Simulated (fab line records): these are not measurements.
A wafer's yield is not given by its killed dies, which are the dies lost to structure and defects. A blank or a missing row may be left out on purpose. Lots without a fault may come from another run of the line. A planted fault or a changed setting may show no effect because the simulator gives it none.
Comparing a struck lot with a sound one -- flow n5-finfet -- 16 out of 1938 route steps
Sound: these wafers, L516.1, L516.4, L516.6. Wafers struck: L527.3, L527.4. The cause comes at the end.
Order at every step that has rows: each side's tool, ch and its chambers, its first start. Under that, the readings that differ: sound wafers -- struck wafers -- difference of the means -- sigmas: that difference in standard deviations of wafers without a fault.
alike: readings whose means differ by less than 2 such deviations, and words and numbers that are the same on both sides. not compared: withheld readings, readings that some wafer has no value for, bounds like >300 that may hide the same value, and numbers for which the record gives no deviation and whose values overlap.
Wherever a step has rows on one side only, a row that says differs or no value, or a row with sigmas, the two part there. Numbers that don't overlap but have no deviation are shown without sigmas and don't part them. A reading missing from all wafers of one side parts the sides only when that side holds two or more wafers.

first, 4 steps without rows for these wafers: N5_HKMG_FIN_SOFTBAKE_44 (time 60 s); N5_HKMG_FIN_EXPOSE_46 (exposes mask NDIPOLE); N5_HKMG_FIN_PEB_47 (peb time 60 s); N5_HKMG_FIN_DEVELOP_48 (develop time 30 s).
N5_HKMG_FIN_CD_MEAS_49 targets a cd of 202 nm.
  sound on cd-sem-03 ch 0, day 5 01:53; struck on cd-sem-03 ch 0, day 7 17:55
  alike: cd-nm
N5_HKMG_FIN_OVL_MEAS_50:
  sound on overlay-02 ch 0, day 5 01:55; struck on overlay-02 ch 0, day 7 17:57
  alike: NDIPOLE_OVL
N5_HKMG_FIN_INSPECT_61: inspects for defects (macro).
  sound on defect-inspect-01 at day 5 01:56; struck on defect-inspect-02 at day 7 17:58
  alike: raw-defect-count
N5_HKMG_FIN_DESCUM_53: chemistry O2, time 7.9 s.
  sound on rie-diel-03 ch 0,2,3, day 5 02:03; struck on rie-diel-05 ch 0,3, day 7 18:01
  alike: drypump-motor-current-A, oes-product-au, rf-fwd-power-W, rf-vpp-V, showerhead-plenum-p-Torr, throttle-valve-pct
  not compared: rf-hours-counter-h
N5_HKMG_FIN_ETCH_54: etches SiARC in CF4, target depth 45.5 nm, time 75.8 s.
  sound on rie-diel-03 ch 0,2,3, day 5 02:05; struck on rie-diel-05 ch 0,3, day 7 18:02
  alike: drypump-motor-current-A, etch-rf-on-time-s, oes-product-au, rf-fwd-power-W, rf-vpp-V, showerhead-plenum-p-Torr, throttle-valve-pct
  not compared: rf-hours-counter-h
N5_HKMG_FIN_ETCH_55: etches SOC in N2/H2, target depth 240 nm, time 300 s.
  sound on rie-diel-03 ch 0,2,3, day 5 02:08; struck on rie-diel-05 ch 0,3, day 7 18:06
  alike: drypump-motor-current-A, oes-product-au, rf-fwd-power-W, rf-vpp-V, showerhead-plenum-p-Torr, throttle-valve-pct
  not compared: rf-hours-counter-h
then, 1 step without rows for these wafers: N5_HKMG_FIN_STRIP_56 (strips in N2/H2).
N5_HKMG_FIN_STRIP_57: strips in CF4.
  sound on rie-diel-03 ch 0,2,3, day 5 02:20; struck on rie-diel-05 ch 0,3, day 7 18:17
  alike: drypump-motor-current-A, oes-product-au, rf-vpp-V, showerhead-plenum-p-Torr, throttle-valve-pct
  not compared: rf-fwd-power-W, rf-hours-counter-h
N5_HKMG_FIN_ETCH_58: etches SOC in N2/H2, target depth 215.8 nm, time 741 s.
  sound on rie-diel-03 ch 0,2,3, day 5 02:21; struck on rie-diel-05 ch 0,3, day 7 18:19
reading,sound,struck,difference,sigmas
model.etch.depth-nm (nm),217 219.4 209.6,181.1 173.1,-38.2,
model.SOC_of_HKMG_FIN_COAT_41.thk-nm (nm),83.2 81.8 91.6,119.8 126.8,+37.8,
model.HKMG_FIN.feature-depth-nm (nm),217 219.4 209.6,181 173.2,-38,
  alike: drypump-motor-current-A, oes-product-au, rf-fwd-power-W, rf-vpp-V, showerhead-plenum-p-Torr, throttle-valve-pct
  not compared: rf-hours-counter-h
N5_HKMG_FIN_STRIP_93: strips SOC in N2/H2, time 20 s.
  sound on rie-diel-03 ch 0,2,3, day 5 02:47; struck on rie-diel-05 ch 0,3, day 7 18:44
reading,sound,struck,difference,sigmas
model.SOC_of_HKMG_FIN_COAT_41.thk-nm (nm),73 71.6 81.6,109.4 116.8,+37.7,
  alike: drypump-motor-current-A, oes-product-au, rf-fwd-power-W, rf-vpp-V, showerhead-plenum-p-Torr, throttle-valve-pct
  not compared: rf-hours-counter-h
then, 2 steps without rows for these wafers: N5_HKMG_FIN_WET_ETCH_76 (etches Al2O3 in dNH4OH, stops on La2O3, target depth 2.25 nm, rinse time 30 s); N5_PASSIVATION_PROBE_49.

== WHERE THEY PART ==
Nowhere in this record.

WHY: the cause the simulator had injected
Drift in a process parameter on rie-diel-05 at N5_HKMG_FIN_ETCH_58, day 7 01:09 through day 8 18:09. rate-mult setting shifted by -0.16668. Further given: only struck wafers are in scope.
